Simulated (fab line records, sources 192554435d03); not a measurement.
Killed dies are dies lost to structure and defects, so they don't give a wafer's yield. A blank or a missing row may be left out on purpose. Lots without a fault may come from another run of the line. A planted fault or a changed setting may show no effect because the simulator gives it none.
Split-lot experiment | flow n5_finfet | 7 lots, 21 wafers read, on a route of 1938 steps

THE SPLIT
At N5_BEOL_M7_ETCH_41 (etches SiCN in CH3F/O2, target depth 31.9 nm, time 57.8 s), the setting source_w was moved away from the recipe's 395 W on 6 of the 21 wafers read, by -17.7% to +13.8%. The other wafers ran this setting at the recipe's value.

The reading is taken at the split's own step.

THE READING
rf_vpp_V, in V, at N5_BEOL_M7_ETCH_41 (etches SiCN in CH3F/O2, target depth 31.9 nm, time 57.8 s). Fault-free wafers of this fab line usually give 297.6 V, standard deviation 1.5 V.

wafer  | tool, chamber at the split | source_w as run, W | against the recipe | rf_vpp_V, V | against lot-mates on the recipe
L078.1 | rie_diel-05, 0             | 375.6              | -4.9%              | 304.8       | +9.4
L078.2 | rie_diel-05, 3             | 375.6              | -4.9%              | 299.8       | +4.4
L078.6 | rie_diel-05, 3             | 395                | recipe             | 295.4       | -
L079.1 | rie_diel-05, 2             | 395                | recipe             | 294.4       | -
L079.3 | rie_diel-05, 3             | 395                | recipe             | 295.8       | -
L079.5 | rie_diel-05, 3             | 325.2              | -17.7%             | 314.5       | +19.4
L080.2 | rie_diel-05, 0             | 395                | recipe             | 298.0       | -
L080.3 | rie_diel-05, 2             | 395                | recipe             | 294.8       | -
L080.4 | rie_diel-05, 3             | 395                | recipe             | 295.7       | -
L082.2 | rie_diel-05, 0             | 395                | recipe             | 299.5       | -
L082.5 | rie_diel-05, 3             | 395                | recipe             | 295.3       | -
L082.6 | rie_diel-05, 0             | 395                | recipe             | 297.6       | -
L084.4 | rie_diel-02, 1             | 395                | recipe             | 296.4       | -
L084.5 | rie_diel-02, 0             | 395                | recipe             | 296.0       | -
L084.6 | rie_diel-02, 3             | 449.6              | +13.8%             | 286.5       | -9.7
L093.1 | rie_diel-04, 0             | 395                | recipe             | 298.6       | -
L093.3 | rie_diel-04, 1             | 340.7              | -13.7%             | 314.3       | +15.7
L093.4 | rie_diel-04, 2             | 340.7              | -13.7%             | 312.6       | +14.0
L097.1 | rie_diel-04, 1             | 395                | recipe             | 299.3       | -
L097.3 | rie_diel-04, 0             | 395                | recipe             | 298.2       | -
L097.6 | rie_diel-04, 1             | 395                | recipe             | 299.1       | -

THE FIT
A straight line over all 21 wafers: rf_vpp_V changes by -1.01 V for each +1% of source_w; r = -0.96; the points scatter about the line by 2 V.
The same after taking each lot's own level away (the mean of its wafers on the recipe; 21 wafers): -1 V for each +1%; r = -0.97; scatter 1.7 V.
On that fit, the largest move of source_w shifts the reading by 18 V.
The lots' own levels span 295.10 to 298.87 V, that is 2.5 times the standard deviation above.
So the lot-to-lot level changes the slope little: the two slopes agree.
Check: with one of the wafers moved furthest among these (-17.7%) left out of the fit, the line predicts +17.6 V for it against its lot-mates. It came out at +19.4 V against them.
Tool readings at the split's step, against how far the setting was moved: rf_vpp_V r = -0.96.

OTHER SPLITS ON THESE WAFERS
These wafers also went through other splits before the reading. Each is held against what the fit with the lots' levels taken away leaves over:
other split on the same wafers   | wafers away from the commonest value | r with rf_vpp_V (lot level and that fit taken away)
N5_BEOL_M6_EXPOSE_08 dose_mj     | 3                                    | -0.19
N5_BEOL_M6_ETCH_66 bias_w        | 9                                    | +0.03
N5_BEOL_M6_TRENCH_ETCH_37 time_s | 4                                    | -0.16
N5_BEOL_M7_VIA_ETCH_34 bias_w    | 9                                    | +0.41

THE FILE'S OWN FIT
rf_vpp_V changes by -0.997 V for each +1% of source_w, r = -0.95.
